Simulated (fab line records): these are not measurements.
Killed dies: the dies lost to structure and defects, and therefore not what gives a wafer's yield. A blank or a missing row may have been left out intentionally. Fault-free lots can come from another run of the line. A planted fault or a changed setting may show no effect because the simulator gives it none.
Chamber matching || flow n5Finfet || N5_BEOL_M1_CO_CAP_55 on cvdCo-01: 3 sister chambers
The step material Co, precursor CCTBA/H2, target thk 2 nm, time 102.1 s. 6 wafers are shown with their chamber, then 12 later ones without.

== WAFERS, EACH WITH ITS CHAMBER ==
{"wafer": "L086.6", "chamber": 1, "heaterPowerW (W)": 224, "susceptorTempC (C)": 200.39}
{"wafer": "L087.4", "chamber": 2, "heaterPowerW (W)": 251, "susceptorTempC (C)": 199.88}
{"wafer": "L087.6", "chamber": 1, "heaterPowerW (W)": 214, "susceptorTempC (C)": 200.19}
{"wafer": "L088.2", "chamber": 0, "heaterPowerW (W)": 257, "susceptorTempC (C)": 200.24}
{"wafer": "L088.5", "chamber": 2, "heaterPowerW (W)": 243, "susceptorTempC (C)": 200.02}
{"wafer": "L088.6", "chamber": 0, "heaterPowerW (W)": 256, "susceptorTempC (C)": 200.15}

== WAFERS MISSING THEIR CHAMBER ==
{"wafer": "L090.3", "heaterPowerW (W)": 243, "susceptorTempC (C)": 199.87}
{"wafer": "L090.5", "heaterPowerW (W)": 246, "susceptorTempC (C)": 200.06}
{"wafer": "L090.6", "heaterPowerW (W)": 245, "susceptorTempC (C)": 199.87}
{"wafer": "L091.1", "heaterPowerW (W)": 221, "susceptorTempC (C)": 200.12}
{"wafer": "L091.2", "heaterPowerW (W)": 253, "susceptorTempC (C)": 199.99}
{"wafer": "L091.3", "heaterPowerW (W)": 245, "susceptorTempC (C)": 200.03}
{"wafer": "L094.1", "heaterPowerW (W)": 241, "susceptorTempC (C)": 200.09}
{"wafer": "L094.5", "heaterPowerW (W)": 262, "susceptorTempC (C)": 200.05}
{"wafer": "L094.6", "heaterPowerW (W)": 221, "susceptorTempC (C)": 200.00}
{"wafer": "L095.4", "heaterPowerW (W)": 243, "susceptorTempC (C)": 200.08}
{"wafer": "L095.5", "heaterPowerW (W)": 222, "susceptorTempC (C)": 199.82}
{"wafer": "L095.6", "heaterPowerW (W)": 253, "susceptorTempC (C)": 199.65}

== WHICH CHAMBER EACH WENT THROUGH ==
{"wafer": "L090.3", "from the rows above": 2, "in truth": 2}
{"wafer": "L090.5", "from the rows above": "can't be placed: 2 or 0", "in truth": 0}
{"wafer": "L090.6", "from the rows above": 2, "in truth": 2}
{"wafer": "L091.1", "from the rows above": 1, "in truth": 1}
{"wafer": "L091.2", "from the rows above": "can't be placed: 2 or 0", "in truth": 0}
{"wafer": "L091.3", "from the rows above": "can't be placed: 2 or 0", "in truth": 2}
{"wafer": "L094.1", "from the rows above": "can't be placed: 2 or 0", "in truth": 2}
{"wafer": "L094.5", "from the rows above": "can't be placed: 0 or 2", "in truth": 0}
{"wafer": "L094.6", "from the rows above": 1, "in truth": 1}
{"wafer": "L095.4", "from the rows above": "can't be placed: 2 or 0", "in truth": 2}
{"wafer": "L095.5", "from the rows above": "can't be placed: 1 or 2", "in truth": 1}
{"wafer": "L095.6", "from the rows above": 2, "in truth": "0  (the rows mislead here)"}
Correct placement for 4 of the 12. Can't be placed from these rows: 7 (the true chamber is among the candidates in 7). Wrongly placed: 1.
How it was worked out, from the rows above alone: a wafer's distance from a chamber is the root of the sum, over the readings, of the square of ((its reading less the chamber's mean) divided by the reading's scatter). If the next closest chamber is less than 2 further off than the closest, the wafer can't be placed; otherwise it belongs to the closest. A chamber's mean is the mean of its shown wafers. How the scatter is found: for the shown wafers, subtract from each reading the mean of its chamber, square and add these, divide the total by (wafers less chambers), then take the root.
